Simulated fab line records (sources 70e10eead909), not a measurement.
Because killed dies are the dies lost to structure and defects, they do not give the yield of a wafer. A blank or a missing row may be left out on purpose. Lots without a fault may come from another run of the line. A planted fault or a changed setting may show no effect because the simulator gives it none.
Struck lot and sound lot, side by side || flow nand_harc || 16 out of 1302 route steps
Sound: wafers L706.3, L706.5, L706.6. The struck wafers were L708.2, L708.5, L708.6. Last of all comes the cause.
Order at every step that has rows: each side's tool, ch and its chambers, its first start. Under that, the readings that differ: sound wafers || struck wafers || difference of the means || sigmas: that difference in standard deviations of wafers without a fault.
alike: readings whose means differ by less than 2 such deviations, and words and numbers that are the same on both sides. not compared: withheld readings, readings that some wafer has no value for, bounds like >300 that may hide the same value, and numbers for which the record gives no deviation and whose values overlap.
Wherever a step has rows on one side only, a row that says differs or no value, or a row with sigmas, the two part there. Non-overlapping numbers with no deviation appear without sigmas and do not part them. A reading missing from all wafers of one side parts the sides only when that side holds two or more wafers.

NHARC_A_CHANNEL_HOLE_D1_ETCH_44: etches the open film in CF4/O2, target depth 140 nm, overetch 14 nm, time 77 s.
  sound on rie_diel-02 ch 1,2,3, day 13 08:57; struck on rie_diel-11 ch 1,2, day 14 19:58
  alike: chamber_pressure_mTorr, drypump_motor_current_A, oes_product_au, rf_vpp_V, showerhead_plenum_p_Torr, throttle_valve_pct
  not compared: rf_hours_counter_h
NHARC_A_CHANNEL_HOLE_D1_STRIP_27: strips in O2.
  sound: rie_diel-02 ch 0,1,3; struck: rie_diel-11 ch 0,3
  alike: chamber_pressure_mTorr, drypump_motor_current_A, oes_product_au, rf_vpp_V, showerhead_plenum_p_Torr, throttle_valve_pct
  not compared: rf_hours_counter_h
then, 2 steps without rows for these wafers: NHARC_A_CHANNEL_HOLE_D1_PRECLEAN_28 (cleans in SC1); NHARC_A_CHANNEL_HOLE_D1_SRD_29.
NHARC_A_CHANNEL_HOLE_D1_CD_MEAS_30:
  sound on cd_sem-03 at day 13 09:44; struck on cd_sem-02 at day 14 20:46
  alike: cd_nm
NHARC_A_CHANNEL_HOLE_D1_XSEM_31:
  sound on xsem-01 ch 0, day 13 09:50; struck on xsem-02 ch 0, day 14 20:52
{"reading": "tilt_deg (degrees)", "sound": "0.04 0.03 0.03", "struck": "0.12 0.13 0.12", "difference": "+0.09", "sigmas": "+2"}
  alike: bot_cd_nm, bow_nm
NHARC_A_CHANNEL_HOLE_D1_INSPECT_40:
  sound on defect_inspect-02 at day 13 09:55; struck on defect_inspect-01 at day 14 20:58
  alike: raw_defect_count
then, 2 steps without rows for these wafers: NHARC_A_CHANNEL_FILL_D1_PRECLEAN_00 (cleans in SC1); NHARC_A_CHANNEL_FILL_D1_SRD_01.
NHARC_A_CHANNEL_FILL_D1_ALD_02: deposits SiO2, target thk 6 nm, pulse time 10 s, ald cycles 60.
  sound on ald_hk-01 ch 2,3, day 13 10:08; struck on ald_hk-01 ch 2,3, day 14 21:09
  alike: ald_cycles, heater_power_w, precursor_pulse_height_rel, susceptor_temp_C
NHARC_A_CHANNEL_FILL_D1_ALD_03: deposits SiNx, target thk 6 nm, pulse time 60 s, ald cycles 58.
  sound: ald_sin_batch-02 ch 0; struck: ald_sin_batch-02 ch 0
  alike: ald_cycles, precursor_pulse_height_rel, susceptor_temp_C
then, 1 step without rows for these wafers: NHARC_A_CHANNEL_FILL_D1_ALD_14 (deposits SiO2, target thk 2.5 nm, pulse time 10 s, ald cycles 25).
NHARC_A_CHANNEL_FILL_D1_ALD_15: deposits SiNx, target thk 2 nm, pulse time 60 s, ald cycles 19.
  sound on ald_sin_batch-01 ch 0, day 13 19:19; struck on ald_sin_batch-01 ch 0, day 15 07:20
{"reading": "ald_cycles", "sound": "19 19 19", "struck": "25 25 25", "difference": "+6", "sigmas": ""}
  alike: precursor_pulse_height_rel, susceptor_temp_C
NHARC_A_CHANNEL_FILL_D1_ALD_16: deposits SiO2, target thk 1.5 nm, pulse time 10 s, ald cycles 15.
  sound on ald_hk-03 ch 1,2,3, day 13 21:38; struck on ald_hk-03 ch 2,3, day 15 11:43
  alike: heater_power_w, precursor_pulse_height_rel, susceptor_temp_C
then, 1 step without rows for these wafers: NHARC_A_CHANNEL_FILL_D1_ANNEAL_17 (time 1800 s).
-- break in the record here, with 15 days between the starts of the struck wafers on either side (left off in module A_CHANNEL_FILL_D1, picked up again in module END, where the first step shown is number 1302 on the route) --
NHARC_END_SORT_01:
  sound on prober-01 ch 0, day 28 22:22; struck on prober-01 ch 0, day 30 01:03
{"reading": "killed_at_other", "sound": "0 0 0", "struck": "1 4 3", "difference": "+3", "sigmas": "+2"}
  alike: killed_at_array, killed_at_periphery, killed_dies, killed_open, killed_short

## WHERE THEY PART
First at NHARC_A_CHANNEL_HOLE_D1_XSEM_31; last, within this record, at NHARC_END_SORT_01.

WHY: what had been put in by the simulator
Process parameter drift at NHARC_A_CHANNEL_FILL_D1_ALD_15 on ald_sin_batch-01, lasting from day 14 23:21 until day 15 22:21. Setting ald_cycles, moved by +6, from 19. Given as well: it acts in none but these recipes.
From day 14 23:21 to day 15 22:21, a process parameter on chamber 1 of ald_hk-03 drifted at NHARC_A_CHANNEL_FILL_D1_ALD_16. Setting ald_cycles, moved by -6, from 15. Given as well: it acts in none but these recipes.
